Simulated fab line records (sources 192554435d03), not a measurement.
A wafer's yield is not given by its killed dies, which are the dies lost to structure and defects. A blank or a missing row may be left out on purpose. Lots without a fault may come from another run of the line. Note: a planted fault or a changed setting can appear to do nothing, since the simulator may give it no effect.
fab line records ; flow n5_finfet
[record] lots = 11; wafers = 33; last_day = 20
route steps=1938 shown BEOL_M11@1588 BEOL_M12@1604 PASSIVATION@1936
lots that met no fault: taken from a fault-free run of the same line
start_h: hours from the record's opening day to when the first of the lot's shown wafers began ; wait_h: time in hours since the lot's previous step ; " as in the row above ; L1.1+2: several wafers, shown together as one row ; - no value, or no start was given ; * or withheld: withheld ; < > ~ a bound
route shown NAME@n: names a module that has steps shown in the file, with the first one's number in the route ; usual: mean/standard deviation taken from wafers without a fault ; same: alike in all rows ; chamber/n: place in a boat ; sites: the reading at each site ; _std_site: standard deviation across them ; _edge_site: mean of outer sites minus mean of inner sites ; radius_mm: for every site, how far away it sits from the centre of the wafer ; mask NAME#n: copy n ; behind: the last tool/chamber to shape the wafer ; hold: what put the lot on hold/how long, in hours/how the hold closed ; device: transistor that didn't switch, given as n, p or np ; end of line: the route-end tests of the same wafers ; step lacking rows: just its recipe ; killed: dies lost to structure and defects at the first sort, not the wafer's yield ; map: a wafer's dies, marking killed ones x, the rest . and places with no die _
set.NAME: setting as actually run; set.NAME@STEP: the setting as run at that earlier step ; model.NAME: the simulator's own value behind a step, which no gauge read
route steps across a sampled set of lots; one table per step, one row per wafer
services: the hour from which a tool's chamber was out of use, counted from the record's first day as start_h (under 0 if before that day), plus the number of hours and why
[[steps]]
[step N5_BEOL_M11_DEGAS_44]
[recipe] ambient = vacuum; temp_c = 250; time_s = 60
[usual] heater_power_w = 331/20
lot.wafer;tool;chamber;start_h;wait_h;heater_power_w
L371.2;pvd_sputter-03;-;279.87;0.5;299
L371.3;pvd_sputter-03;-;279.87;0.5;350
L371.5;pvd_sputter-03;-;279.87;0.5;346
L375.2;pvd_sputter-03;-;299.29;0.2;337
L375.3;pvd_sputter-03;-;299.29;0.2;304
L375.6;pvd_sputter-03;-;299.29;0.2;305
L372.1;pvd_sputter-03;-;299.45;0.3;291
L372.4;pvd_sputter-03;-;299.45;0.3;344
L372.5;pvd_sputter-03;-;299.45;0.3;364
L376.1;pvd_sputter-01;-;299.59;0.3;286
L376.4;pvd_sputter-01;-;299.59;0.3;338
L376.5;pvd_sputter-01;-;299.59;0.3;344
L374.4;pvd_sputter-03;-;301.46;0.1;334
L374.5;pvd_sputter-03;-;301.46;0.1;318
L374.6;pvd_sputter-03;-;301.46;0.1;351
L380.3;pvd_sputter-01;-;334.10;0.2;336
L380.4;pvd_sputter-01;-;334.10;0.2;345
L380.5;pvd_sputter-01;-;334.10;0.2;343
L382.4;pvd_sputter-03;-;341.59;0.1;294
L382.5;pvd_sputter-03;-;341.59;0.1;328
L382.6;pvd_sputter-03;-;341.59;0.1;345
L388.2;pvd_sputter-01;-;368.14;0.2;301
L388.3;pvd_sputter-01;-;368.14;0.2;312
L388.4;pvd_sputter-01;-;368.14;0.2;342
L390.1;pvd_sputter-02;-;402.15;0.9;343
L390.3;pvd_sputter-02;-;402.15;0.9;325
L390.6;pvd_sputter-02;-;402.15;0.9;317
L391.2;pvd_sputter-02;-;405.75;1.6;353
L391.4;pvd_sputter-02;-;405.75;1.6;324
L391.6;pvd_sputter-02;-;405.75;1.6;321
L392.1;pvd_sputter-03;-;424.10;0.3;305
L392.2;pvd_sputter-03;-;424.10;0.3;327
L392.5;pvd_sputter-03;-;424.10;0.3;355
[step N5_BEOL_M11_PRE_CLEAN_45]
[recipe] gas = H2/He; time_s = 30; temp_c = 250
[usual] heater_power_w = 331/20
lot.wafer;tool;chamber;start_h;wait_h;heater_power_w
L371.2;pvd_sputter-03;-;279.91;0.0;305
L371.3;pvd_sputter-03;-;279.91;0.0;358
L371.5;pvd_sputter-03;-;279.91;0.0;346
L375.2;pvd_sputter-03;-;299.33;0.0;317
L375.3;pvd_sputter-03;-;299.33;0.0;296
L375.6;pvd_sputter-03;-;299.33;0.0;297
L372.1;pvd_sputter-03;-;299.49;0.0;306
L372.4;pvd_sputter-03;-;299.49;0.0;354
L372.5;pvd_sputter-03;-;299.49;0.0;356
L376.1;pvd_sputter-01;-;299.63;0.0;294
L376.4;pvd_sputter-01;-;299.63;0.0;338
L376.5;pvd_sputter-01;-;299.63;0.0;332
L374.4;pvd_sputter-03;-;301.50;0.0;327
L374.5;pvd_sputter-03;-;301.50;0.0;314
L374.6;pvd_sputter-03;-;301.50;0.0;350
L380.3;pvd_sputter-01;-;334.14;0.0;339
L380.4;pvd_sputter-01;-;334.14;0.0;340
L380.5;pvd_sputter-01;-;334.14;0.0;333
L382.4;pvd_sputter-03;-;341.63;0.0;307
L382.5;pvd_sputter-03;-;341.63;0.0;331
L382.6;pvd_sputter-03;-;341.63;0.0;353
L388.2;pvd_sputter-01;-;368.18;0.0;285
L388.3;pvd_sputter-01;-;368.18;0.0;324
L388.4;pvd_sputter-01;-;368.18;0.0;334
L390.1;pvd_sputter-02;-;402.19;0.0;355
L390.3;pvd_sputter-02;-;402.19;0.0;320
L390.6;pvd_sputter-02;-;402.19;0.0;320
L391.2;pvd_sputter-02;-;405.79;0.0;354
L391.4;pvd_sputter-02;-;405.79;0.0;319
L391.6;pvd_sputter-02;-;405.79;0.0;322
L392.1;pvd_sputter-03;-;424.14;0.0;297
L392.2;pvd_sputter-03;-;424.14;0.0;329
L392.5;pvd_sputter-03;-;424.14;0.0;354
[step N5_BEOL_M11_THK_MEAS_53]
[recipe] thk_meas_gauge = xrf; reads = Cu_of_BEOL_M11_ECD_50
[usual] M11_THK = 141.5/2.7
lot.wafer;tool;chamber;start_h;wait_h;M11_THK[nm]
L371.2;film_metro-02;-;283.43;-;139.6
L371.3;film_metro-02;-;283.43;-;139.2
L371.5;film_metro-02;-;283.43;-;142.1
L375.2;film_metro-01;-;300.70;-;137.6
L375.3;film_metro-01;-;300.70;-;139.5
L375.6;film_metro-01;-;300.70;-;140.2
L372.1;film_metro-01;-;300.97;-;140.4
L372.4;film_metro-01;-;300.97;-;145.0
L372.5;film_metro-01;-;300.97;-;144.7
L376.1;film_metro-02;-;301.02;-;142.5
L376.4;film_metro-02;-;301.02;-;139.3
L376.5;film_metro-02;-;301.02;-;140.6
L374.4;film_metro-02;-;304.01;-;146.2
L374.5;film_metro-02;-;304.01;-;144.8
L374.6;film_metro-02;-;304.01;-;146.4
L380.3;film_metro-02;-;337.22;-;144.5
L380.4;film_metro-02;-;337.22;-;138.1
L380.5;film_metro-02;-;337.22;-;139.1
L382.4;film_metro-01;-;344.58;-;137.5
L382.5;film_metro-01;-;344.58;-;137.4
L382.6;film_metro-01;-;344.58;-;139.2
L388.2;film_metro-02;-;370.06;-;140.0
L388.3;film_metro-02;-;370.06;-;139.7
L388.4;film_metro-02;-;370.06;-;144.2
L390.1;film_metro-01;-;403.99;-;140.5
L390.3;film_metro-01;-;403.99;-;142.8
L390.6;film_metro-01;-;403.99;-;144.5
L391.2;film_metro-01;-;407.63;-;145.5
L391.4;film_metro-01;-;407.63;-;142.2
L391.6;film_metro-01;-;407.63;-;142.6
L392.1;film_metro-02;-;426.12;-;145.4
L392.2;film_metro-02;-;426.12;-;143.5
L392.5;film_metro-02;-;426.12;-;145.4
[step N5_BEOL_M12_COAT_58]
[recipe] resist = BARC; temp_c = 205; time_s = 60; spin_rpm = 1500; resist_thk_nm = 89
[usual] chill_plate_temp_C = 23.04/0.12; spin_speed_rpm = 1500.1/1.1
lot.wafer;tool;chamber;start_h;wait_h;chill_plate_temp_C;spin_speed_rpm
L371.2;litho_track-02;0;283.78;0.0;22.94;1500.4
L371.3;litho_track-02;0;283.78;0.0;23.16;1500.1
L371.5;litho_track-02;0;283.78;0.0;22.83;1501.4
L375.2;litho_track-04;0;301.05;0.0;22.93;1498.2
L375.3;litho_track-04;0;301.05;0.0;22.83;1498.5
L375.6;litho_track-04;0;301.05;0.0;22.95;1500.6
L376.1;litho_track-05;0;301.38;0.0;22.94;1500.5
L376.4;litho_track-05;0;301.38;0.0;22.99;1502.9
L376.5;litho_track-05;0;301.38;0.0;22.87;1499.3
L372.1;litho_track-04;0;301.40;0.0;23.15;1500.4
L372.4;litho_track-04;0;301.40;0.0;22.99;1500.9
L372.5;litho_track-04;0;301.40;0.0;23.09;1500.4
L374.4;litho_track-04;0;304.36;0.0;22.95;1500.1
L374.5;litho_track-04;0;304.36;0.0;23.06;1499.3
L374.6;litho_track-04;0;304.36;0.0;23.01;1500.7
L380.3;litho_track-04;0;337.58;0.0;22.90;1440.2
L380.4;litho_track-04;0;337.58;0.0;23.01;1442.5
L380.5;litho_track-04;0;337.58;0.0;22.95;1440.2
L382.4;litho_track-04;0;344.93;0.0;23.01;1441.7
L382.5;litho_track-04;0;344.93;0.0;23.07;1441.1
L382.6;litho_track-04;0;344.93;0.0;22.97;1442.0
L388.2;litho_track-05;0;370.41;0.0;22.95;1501.2
L388.3;litho_track-05;0;370.41;0.0;23.02;1500.8
L388.4;litho_track-05;0;370.41;0.0;22.88;1502.0
L390.1;litho_track-02;0;404.34;0.0;22.93;1499.4
L390.3;litho_track-02;0;404.34;0.0;22.93;1500.3
L390.6;litho_track-02;0;404.34;0.0;23.02;1498.0
L391.2;litho_track-02;0;408.04;0.0;23.05;1499.8
L391.4;litho_track-02;0;408.04;0.0;23.06;1501.0
L391.6;litho_track-02;0;408.04;0.0;23.07;1500.6
L392.1;litho_track-04;0;426.54;0.0;22.93;1499.6
L392.2;litho_track-04;0;426.54;0.0;22.90;1499.2
L392.5;litho_track-04;0;426.54;0.0;22.87;1499.2
[step N5_BEOL_M12_STRIP_64]
[recipe] chemistry = N2/H2; power_w = 1000; temp_c = 250; h2_frac = 0.65; overash_fraction = 0.3; pressure_mtorr = withheld; n2_flow_sccm = 1750; h2_flow_sccm = 3250
[usual] drypump_motor_current_A = 5.9/0.51; heater_power_w = 349/52; n2_flow_sccm = 1750/5.1; oes_product_au = 0.715/0.0048; strip_time_to_endpoint_s = 31.38/0.065
lot.wafer;tool;chamber;start_h;wait_h;drypump_motor_current_A;heater_power_w;n2_flow_sccm;oes_product_au;rf_hours_counter_h;strip_time_to_endpoint_s
L371.2;plasma_asher-01;1;284.71;0.0;6.5;358;1743;0.710;130;31.35
L371.3;plasma_asher-01;0;284.71;0.0;6.1;270;1742;0.720;-;31.41
L371.5;plasma_asher-01;1;284.71;0.0;6.5;358;1751;0.717;-;31.36
L375.2;plasma_asher-02;0;301.75;0.0;5.1;347;1744;0.723;80;31.25
L375.3;plasma_asher-02;0;301.75;0.0;5.1;346;1747;0.717;-;31.30
L375.6;plasma_asher-02;1;301.75;0.0;5.9;406;1748;0.724;-;31.28
L376.1;plasma_asher-01;1;302.22;0.0;6.5;351;1749;0.728;134;31.33
L376.4;plasma_asher-01;1;302.22;0.0;6.5;352;1751;0.723;-;31.36
L376.5;plasma_asher-01;1;302.22;0.0;6.5;352;1746;0.726;-;31.34
L372.1;plasma_asher-02;0;302.38;0.0;5.1;341;1747;0.717;80;31.52
L372.4;plasma_asher-02;0;302.38;0.0;5.1;354;1754;0.710;-;31.37
L372.5;plasma_asher-02;0;302.38;0.0;5.1;342;1750;0.719;-;31.50
L374.4;plasma_asher-02;0;305.10;0.0;5.1;345;1749;0.715;-;31.28
L374.5;plasma_asher-02;1;305.10;0.0;5.8;409;1752;0.709;-;31.38
L374.6;plasma_asher-02;0;305.10;0.0;5.1;347;1742;0.720;-;31.29
L380.3;plasma_asher-02;1;338.79;0.0;5.8;411;1756;0.711;-;31.86
L380.4;plasma_asher-02;0;338.79;0.0;5.1;346;1748;0.716;-;31.92
L380.5;plasma_asher-02;1;338.79;0.0;5.8;414;1752;0.703;-;31.91
L382.4;plasma_asher-02;1;345.91;0.0;5.9;409;1748;0.712;-;31.80
L382.5;plasma_asher-02;0;345.91;0.0;5.1;350;1744;0.715;-;31.93
L382.6;plasma_asher-02;1;345.91;0.0;5.9;418;1744;0.709;-;31.81
L388.2;plasma_asher-01;1;371.58;0.0;6.5;356;1749;0.724;149;31.45
L388.3;plasma_asher-01;0;371.58;0.0;6.0;270;1761;0.713;-;31.41
L388.4;plasma_asher-01;1;371.58;0.0;6.5;348;1748;0.714;-;31.44
L390.1;plasma_asher-01;1;405.05;0.0;6.5;354;1753;0.707;155;31.35
L390.3;plasma_asher-01;0;405.05;0.0;6.1;271;1747;0.715;-;31.37
L390.6;plasma_asher-01;1;405.05;0.0;6.5;357;1755;0.720;-;31.37
L391.2;plasma_asher-01;0;408.89;0.0;6.0;271;1736;0.710;156;31.49
L391.4;plasma_asher-01;1;408.89;0.0;6.5;350;1745;0.716;-;31.49
L391.6;plasma_asher-01;0;408.89;0.0;6.1;266;1746;0.715;-;31.50
L392.1;plasma_asher-02;0;427.26;0.0;5.1;354;1753;0.723;104;31.45
L392.2;plasma_asher-02;1;427.26;0.0;5.9;416;1759;0.714;104;31.43
L392.5;plasma_asher-02;0;427.26;0.0;5.1;344;1755;0.716;-;31.43
[step N5_PASSIVATION_PROBE_49]
[usual] defect_limited_yield = 91.1/1.5; killed_at_M0_to_M3 = 36/11; killed_at_M4_up = 14/5.6; killed_at_contacts = 11/5.6; killed_at_front_end = 40/12; killed_at_other = 4/3.2; killed_dies = 105/17; killed_open = 69/12; killed_short = 34/8.4; sort_bin_5_function = 5.2/0.95; sort_bin_6_memory = 3.3/0.63; sort_n_pass = 1075/17; sort_yield_pct = 91.1/1.5
[same] gross_dies = 1180; killed_at_back_side = 0; sort_bin_4_leakage[%] = 0; sort_bin_8_speed[%] = 0
lot.wafer;tool;chamber;start_h;wait_h;defect_limited_yield[%];killed_at_M0_to_M3;killed_at_M4_up;killed_at_contacts;killed_at_front_end;killed_at_other;killed_dies;killed_open;killed_short;sort_bin_5_function[%];sort_bin_6_memory[%];sort_n_pass;sort_yield_pct[%]
L372.1;prober-01;-;345.18;0.0;92.1;25;13;13;39;3;93;62;31;4.6;3.1;1087;92.1
L372.4;prober-01;-;345.33;0.2;93.8;24;9;7;30;3;73;46;26;4.2;1.8;1107;93.8
L372.5;prober-01;-;345.38;0.2;93.5;32;11;9;21;4;77;49;27;3.6;2.5;1103;93.5
L388.2;prober-02;-;413.16;0.1;90.5;39;5;14;48;6;112;77;28;4.5;4.5;1068;90.5
L388.3;prober-02;-;413.21;0.1;91.8;26;12;16;32;11;97;58;36;5.1;2.9;1083;91.8
L388.4;prober-02;-;413.26;0.2;93.6;30;8;7;27;4;76;48;27;3.8;2.4;1104;93.6
// killed by level:class
L372.1 FIN_SAQP:geometric_particle:short=13 MOL_CONTACT_COAG:geometric_particle:open=12 BEOL_M0_SAQP:geometric_particle:open=8 STARTING-WAFER:geometric_particle:open=6 FIN_SAQP:geometric_particle:open=5 BEOL_M3:geometric_particle:open=5 BEOL_M2:geometric_particle:open=5 BEOL_M4:geometric_particle:open=5
L372.4 FIN_SAQP:geometric_particle:open=9 STI_FIN_REVEAL:geometric_particle:open=7 MOL_CONTACT_COAG:geometric_particle:open=7 BEOL_M0_SAQP:geometric_particle:short=5 FIN_SAQP:geometric_particle:short=4 GATE_CUT:geometric_particle:short=4 BEOL_M0_SAQP:geometric_particle:open=4 BEOL_M1:geometric_particle:open=4
L372.5 BEOL_M2:geometric_particle:open=10 MOL_CONTACT_COAG:geometric_particle:open=9 BEOL_M0_SAQP:geometric_particle:open=8 BEOL_M0_SAQP:geometric_particle:short=7 BEOL_M4:geometric_particle:open=6 FIN_SAQP:geometric_particle:short=4 FIN_SAQP:geometric_particle:open=3 BEOL_M3:geometric_particle:open=3
L388.2 STI_FIN_REVEAL:geometric_particle:open=13 MOL_CONTACT_COAG:geometric_particle:open=12 BEOL_M1:geometric_particle:open=11 BEOL_M0_SAQP:geometric_particle:short=9 DUMMY_GATE:geometric_particle:open=7 BEOL_M0_SAQP:geometric_particle:open=7 GATE_CUT:geometric_particle:open=5 GATE_CUT:geometric_particle:short=4
L388.3 MOL_CONTACT_COAG:geometric_particle:open=11 FIN_SAQP:geometric_particle:open=7 GATE_CUT:geometric_particle:short=6 BEOL_M0_SAQP:geometric_particle:open=6 BEOL_M0_SAQP:geometric_particle:short=5 BEOL_M2:geometric_particle:open=5 BEOL_M4:geometric_particle:open=5 MIM_TOP:geometric_particle:short=5
L388.4 BEOL_M1:geometric_particle:open=9 FIN_SAQP:geometric_particle:open=6 BEOL_M0_SAQP:geometric_particle:short=6 GATE_CUT:geometric_particle:open=4 MOL_CONTACT_COAG:geometric_particle:open=4 BEOL_M0_SAQP:geometric_particle:open=4 STI_FIN_REVEAL:geometric_particle:open=3 MOL_CONTACT_COAG:geometric_particle:short=3
[[services]]
tool;chamber;start_h;hours;kind
plasma_asher-02;-;288.01;2.1;repair
pvd_sputter-02;-;295.39;5.2;repair
plasma_asher-02;-;310.20;14.6;pm
plasma_asher-02;-;332.58;3.2;repair
plasma_asher-01;-;336.00;15.6;pm
pvd_sputter-02;-;366.81;8.6;repair
pvd_sputter-02;-;396.80;1.1;repair
plasma_asher-02;-;403.43;2.2;repair
plasma_asher-01;-;415.64;2.8;pm
[[key]]
[first_sign] step = N5_BEOL_M12_COAT_58; reading = spin_speed_rpm; direction = down; sigmas = 56; usual = *; struck = *
[effect] step = N5_BEOL_M12_STRIP_64; reading = strip_time_to_endpoint_s; direction = up; sigmas = 7.6; usual = *; struck = *
met_at N5_BEOL_M12_COAT_58
struck_lots L380,L382
not_acting_at N5_BEOL_M11_DEGAS_44,N5_BEOL_M11_PRE_CLEAN_45,N5_BEOL_M11_THK_MEAS_53
onset_between 304.36 337.58
[fault] kind = process_parameter_drift; tool = litho_track-04; chamber = -; onset_h = 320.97; steps = N5_BEOL_M12_COAT_58; channel = spin_rpm; offset = *; shape = step; end_h = 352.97; acts_in = *; stated = *
